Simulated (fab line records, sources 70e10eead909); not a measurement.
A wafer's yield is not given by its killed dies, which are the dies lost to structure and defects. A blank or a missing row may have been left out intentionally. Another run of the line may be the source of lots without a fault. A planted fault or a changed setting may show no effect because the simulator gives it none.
fab line records | flow nand_harc
record: lots: 14 wafers: 42 last_day: 34
route steps=1302 shown A_SOURCE_PLATE@420 A_ONON_D1@429
lots untouched by any fault: they come from a run of this same line in which no faults occurred
start_h: hours from the record's opening day to when the first of the lot's shown wafers began | wait_h: hours since the lot's step before | " the same as in the row above | L1.1+2: a single row standing in for several wafers | - no value present, or no start provided | * or withheld: withheld | < > ~ a bound
route shown NAME@n: a module of which the file shows steps, and the number in the route of the first | usual: the fault-free wafers' mean and standard deviation | same: alike in all rows | chamber/n: place in a boat | sites: readings site by site | _std_site: standard deviation across them | _edge_site: mean of outer sites minus mean of inner sites | radius_mm: how far each site lies from the wafer's centre | mask NAME#n: copy n | behind: the last tool/chamber to shape the wafer | hold: the reason the lot was held/the length of the hold in hours/how it ended | device: names the non-switching transistor (n, p or np) | end of line: tests of these same wafers at the route's end | step lacking rows: just its recipe | killed: count of dies lost to structure and defects at first sort (not the wafer's yield) | map: per-die view of a wafer (x killed, . not killed, _ where there is no die)
set.NAME: the run value of the setting; set.NAME@STEP: its run value at that earlier step | model.NAME: the simulator's own value behind a step, which no gauge read
the route's steps for a sample of lots (tables are steps, rows are wafers)
services: the hour from which a tool's chamber was out of use, counted from the record's first day as start_h (under 0 if before that day), plus the number of hours and why
== steps ==
step: NHARC_A_SOURCE_PLATE_THK_MEAS_06
recipe: thk_meas_gauge: ellipsometry
usual: thk_nm: 200.0/2.1
columns lot.wafer tool chamber start_h wait_h thk_nm
L419.1 film_metro-01 - 156.71 0.4 199.3
L419.2 " - " " 197.5
L419.6 " - " " 197.0
L420.1 film_metro-02 - 175.14 0.4 199.1
L420.2 " - " " 198.1
L420.6 " - " " 197.9
L421.3 film_metro-01 - 175.14 0.4 203.3
L421.4 " - " " 203.5
L421.5 " - " " 205.7
L422.1 film_metro-01 - 191.30 0.4 204.8
L422.2 " - " " 202.3
L422.4 " - " " 204.7
L423.2 film_metro-01 - 196.70 0.4 197.6
L423.5 " - " " 197.4
L423.6 " - " " 196.8
L425.2 film_metro-01 - 218.68 0.4 197.0
L425.4 " - " " 199.2
L425.6 " - " " 198.9
L426.1 film_metro-01 - 230.54 0.4 200.3
L426.5 " - " " 199.7
L426.6 " - " " 203.3
L427.1 film_metro-01 - 240.23 0.4 198.6
L427.4 " - " " 200.4
L427.5 " - " " 202.4
L428.1 film_metro-01 - 245.40 0.4 202.9
L428.3 " - " " 200.4
L428.5 " - " " 201.0
L429.2 film_metro-01 - 261.65 0.4 199.0
L429.5 " - " " 199.2
L429.6 " - " " 201.5
L433.1 film_metro-01 - 303.59 0.4 199.1
L433.3 " - " " 198.8
L433.4 " - " " 198.6
L434.1 film_metro-01 - 327.05 0.4 200.9
L434.5 " - " " 201.0
L434.6 " - " " 201.9
L440.1 film_metro-01 - 378.76 0.4 201.1
L440.4 " - " " 198.9
L440.6 " - " " 200.5
L442.2 film_metro-01 - 387.40 0.4 197.4
L442.3 " - " " 200.1
L442.4 " - " " 202.0
step: NHARC_A_ONON_D1_THK_MEAS_08
recipe: thk_meas_gauge: ellipsometry
usual: thk_nm: 1003/11
columns lot.wafer tool chamber start_h wait_h thk_nm
L419.1 film_metro-02 - 158.48 - 1009
L419.2 " - " " 1009
L419.6 " - " " 1008
L420.1 film_metro-02 - 176.91 - 983
L420.2 " - " " 981
L420.6 " - " " 982
L421.3 film_metro-01 - 176.92 - 1009
L421.4 " - " " 1009
L421.5 " - " " 1012
L422.1 film_metro-02 - 193.06 - 1006
L422.2 " - " " 1008
L422.4 " - " " 1006
L423.2 film_metro-02 - 198.53 - 1007
L423.5 " - " " 1007
L423.6 " - " " 1007
L425.2 film_metro-01 - 220.49 - 1002
L425.4 " - " " 1001
L425.6 " - " " 1002
L426.1 film_metro-01 - 232.34 - 1000
L426.5 " - " " 998
L426.6 " - " " 997
L427.1 film_metro-02 - 242.03 - 1008
L427.4 " - " " 1011
L427.5 " - " " 1010
L428.1 film_metro-02 - 247.18 - 1005
L428.3 " - " " 1008
L428.5 " - " " 1006
L429.2 film_metro-01 - 263.45 - 1030
L429.5 " - " " 1031
L429.6 " - " " 1028
L433.1 film_metro-01 - 305.44 - 979
L433.3 " - " " 980
L433.4 " - " " 982
L434.1 film_metro-02 - 328.83 - 994
L434.5 " - " " 993
L434.6 " - " " 993
L440.1 film_metro-01 - 380.64 - 984
L440.4 " - " " 983
L440.6 " - " " 983
L442.2 film_metro-02 - 389.17 - 996
L442.3 " - " " 995
L442.4 " - " " 996
step: NHARC_A_ONON_D1_DEP_28
recipe: target_thk_a: 10000 n2_flow_sccm: 2750 n2o_flow_sccm: 2000 nh3_flow_sccm: 500 sih4_flow_sccm: 210 temp_c: 400
usual: n2_flow_sccm: 2749/8.5 sih4_flow_sccm: 210.1/0.68
columns lot.wafer tool chamber start_h wait_h n2_flow_sccm sih4_flow_sccm
L419.1 pecvd_onon-04 0 169.19 0.1 2743 209.5
L419.2 " 0 " " 2769 209.8
L419.6 " 0 " " 2740 208.7
L420.1 pecvd_onon-04 0 187.94 0.1 2749 210.4
L420.2 " 0 " " 2750 210.1
L420.6 " 0 " " 2751 210.1
L421.3 pecvd_onon-01 0 188.06 0.2 2762 209.5
L421.4 " 0 " " 2765 210.8
L421.5 " 0 " " 2754 210.2
L422.1 pecvd_onon-01 0 204.07 0.1 2744 209.8
L422.2 " 0 " " 2744 210.6
L422.4 " 0 " " 2753 210.4
L423.2 pecvd_onon-01 0 212.71 0.1 2737 210.4
L423.5 " 0 " " 2754 210.3
L423.6 " 0 " " 2754 210.7
L425.2 pecvd_onon-01 0 231.21 0.1 2741 211.6
L425.4 " 0 " " 2729 210.9
L425.6 " 0 " " 2739 210.2
L426.1 pecvd_onon-01 0 243.17 0.1 2750 210.5
L426.5 " 0 " " 2746 210.2
L426.6 " 0 " " 2746 209.7
L427.1 pecvd_onon-02 0 253.64 0.1 2742 210.8
L427.4 " 0 " " 2728 212.7
L427.5 " 0 " " 2738 211.1
L428.1 pecvd_onon-01 0 257.89 0.1 2766 209.0
L428.3 " 0 " " 2751 210.1
L428.5 " 0 " " 2752 209.5
L429.2 pecvd_onon-02 0 274.16 0.1 2739 209.7
L429.5 " 0 " " 2737 209.4
L429.6 " 0 " " 2743 209.5
L433.1 pecvd_onon-01 0 323.42 0.1 2754 210.9
L433.3 " 0 " " 2739 210.2
L433.4 " 0 " " 2754 210.7
L434.1 pecvd_onon-01 0 341.03 0.1 2761 211.0
L434.5 " 0 " " 2754 211.2
L434.6 " 0 " " 2761 210.9
L440.1 pecvd_onon-04 0 391.19 0.1 2757 209.9
L440.4 " 0 " " 2745 209.5
L440.6 " 0 " " 2750 208.7
L442.2 pecvd_onon-04 0 400.47 0.1 2751 210.0
L442.3 " 0 " " 2746 211.0
L442.4 " 0 " " 2746 211.5
step: NHARC_A_ONON_D1_THK_MEAS_30
recipe: thk_meas_gauge: ellipsometry
usual: thk_nm: 1003/12
columns lot.wafer tool chamber start_h wait_h thk_nm
L419.1 film_metro-01 - 169.70 - 1000
L419.2 " - " " 1001
L419.6 " - " " 1002
L421.3 film_metro-01 - 188.45 - 1011
L421.4 " - " " 1014
L421.5 " - " " 1014
L420.1 film_metro-02 - 188.45 - 997
L420.2 " - " " 996
L420.6 " - " " 999
L422.1 film_metro-01 - 204.58 - 1001
L422.2 " - " " 1001
L422.4 " - " " 1002
L423.2 film_metro-02 - 213.16 - 1020
L423.5 " - " " 1019
L423.6 " - " " 1018
L425.2 film_metro-02 - 231.66 - 996
L425.4 " - " " 995
L425.6 " - " " 996
L426.1 film_metro-01 - 243.68 - 1029
L426.5 " - " " 1030
L426.6 " - " " 1028
L427.1 film_metro-01 - 254.15 - 986
L427.4 " - " " 986
L427.5 " - " " 986
L428.1 film_metro-02 - 258.39 - 986
L428.3 " - " " 984
L428.5 " - " " 985
L429.2 film_metro-01 - 274.61 - 1014
L429.5 " - " " 1012
L429.6 " - " " 1013
L433.1 film_metro-02 - 323.94 - 1063
L433.3 " - " " 1062
L433.4 " - " " 1062
L434.1 film_metro-02 - 341.54 - 1073
L434.5 " - " " 1071
L434.6 " - " " 1072
L440.1 film_metro-01 - 391.70 - 1011
L440.4 " - " " 1011
L440.6 " - " " 1012
L442.2 film_metro-02 - 400.93 - 986
L442.3 " - " " 985
L442.4 " - " " 985
step: NHARC_A_ONON_D1_DEP_33
recipe: target_thk_a: 2000 temp_c: 400 pressure_torr: 6.5 rf_w: 900 teos_flow_sccm: 161.4 flow_sccm: 2650 target_thk_nm: 200 gas: O2 material: SiO2
usual: heater_power_w: 530/100 showerhead_vpp_V: 1879/61 throttle_valve_pct: 15.7/0.5
columns lot.wafer tool chamber start_h wait_h heater_power_w showerhead_vpp_V throttle_valve_pct
L419.1 pecvd-04 0 169.80 0.1 545 1852 15.2
L419.2 " 1 " " 464 1915 15.2
L419.6 " 1 " " 483 1932 14.8
L421.3 pecvd-04 0 188.51 0.1 638 1838 15.3
L421.4 " 1 " " 549 1924 15.1
L421.5 " 2 " " 460 1900 16.1
L420.1 pecvd-02 1 188.69 0.2 596 1933 16.2
L420.2 " 2 " " 560 1750 15.6
L420.6 " 2 " " 579 1774 15.7
L422.1 pecvd-04 0 204.64 0.1 625 1857 15.1
L422.2 " 1 " " 569 1925 14.9
L422.4 " 2 " " 566 1891 16.1
L423.2 pecvd-03 2 213.26 0.1 415 1885 16.5
L423.5 " 1 " " 468 1995 15.8
L423.6 " 2 " " 428 1869 16.9
L425.2 pecvd-03 1 231.72 0.1 483 1985 16.0
L425.6 " 1 " " 484 1968 15.8
L425.4 " 2 " " 320 1885 16.6
L426.1 pecvd-03 2 243.78 0.1 368 1882 16.8
L426.5 " 2 " " 369 1872 16.8
L426.6 " 0 " " 553 1825 15.6
L427.1 pecvd-02 2 254.28 0.1 498 1779 15.1
L427.4 " 0 " " 717 1864 15.4
L427.5 " 0 " " 719 1899 15.0
L428.3 pecvd-04 1 258.45 0.1 552 1909 15.5
L428.1 " 2 " " 546 1922 16.1
L428.5 " 2 " " 558 1916 16.0
L429.2 pecvd-02 0 274.72 0.1 641 1893 15.3
L429.5 " 0 " " 685 1902 15.4
L429.6 " 1 " " 517 1887 16.0
L433.1 pecvd-02 2 323.99 0.1 549 1762 15.0
L433.3 " 1 " " 525 1913 15.8
L433.4 " 0 " " 779 1883 15.3
L434.1 pecvd-03 0 341.67 0.1 512 1824 15.6
L434.5 " 0 " " 538 1862 16.2
L434.6 " 2 " " 411 1863 16.7
L440.1 pecvd-03 1 391.81 0.1 520 1982 15.5
L440.6 " 0 " " 586 1822 15.4
L440.4 " 1 " " 380 1969 15.3
L442.2 pecvd-03 0 401.03 0.1 522 1833 15.5
L442.3 " 1 " " 494 1987 15.5
L442.4 " 0 " " 535 1846 15.4
== services ==
columns tool chamber start_h hours kind
pecvd_onon-02 - 185.00 13.0 pm
pecvd-03 - 185.39 13.0 pm
pecvd-03 0 185.39 13.0 vent_cycle
pecvd-03 1 185.39 13.0 vent_cycle
pecvd-03 2 185.39 13.0 vent_cycle
pecvd-03 0 198.39 - clean
pecvd-03 1 198.39 - clean
pecvd-03 2 198.39 - clean
pecvd-02 0 220.34 3.9 repair
pecvd-02 - 227.26 13.0 pm
pecvd-03 - 247.44 0.7 repair
pecvd-02 1 249.73 14.4 repair
pecvd-04 1 267.86 4.9 repair
pecvd-04 - 269.00 13.0 pm
pecvd_onon-01 - 269.31 13.0 pm
pecvd-02 0 280.37 8.9 repair
pecvd_onon-04 - 311.30 13.0 pm
pecvd_onon-02 - 366.00 13.0 pm
pecvd-03 - 366.47 13.0 pm
pecvd-03 0 366.47 13.0 vent_cycle
pecvd-03 1 366.47 13.0 vent_cycle
pecvd-03 2 366.47 13.0 vent_cycle
pecvd-04 - 379.39 1.1 repair
pecvd-04 1 389.91 7.0 repair
== key ==
first_sign: step: NHARC_A_ONON_D1_THK_MEAS_30 reading: thk_nm direction: up sigmas: 5.3 usual: 1003 struck: 1067
effect none on later readings
met_at NHARC_A_ONON_D1_DEP_28
struck_lots L433,L434
later_rows_left_out L433.1,L433.3,L433.4,L434.1,L434.5,L434.6
sort_left_out L433.1,L433.3,L433.4,L434.1,L434.5,L434.6
tester_left_out L433,L434
not_acting_at NHARC_A_SOURCE_PLATE_THK_MEAS_06,NHARC_A_ONON_D1_THK_MEAS_08,NHARC_A_ONON_D1_DEP_33
onset_between 257.89 323.42
fault: kind: process_parameter_drift tool: pecvd_onon-01 chamber: - onset_h: 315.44 steps: NHARC_A_ONON_D1_DEP_28 channel: target_thk_a offset: * shape: step end_h: 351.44 acts_in: * stated: *
tester_left_out: of these lots the tester's yield and bins aren't shown, on N5 and GAA mostly nor the transistor test; their killed dies are dies lost to structure and defects alone, not to doping, threshold or leakage, so they don't give the yield
sort_left_out: the simulated sort isn't trusted on such a fault, so these wafers' sort isn't shown, and their yield isn't known
later_rows_left_out: the simulator's readings of these wafers behind a module that went badly wrong aren't trusted and aren't shown, but for the sort
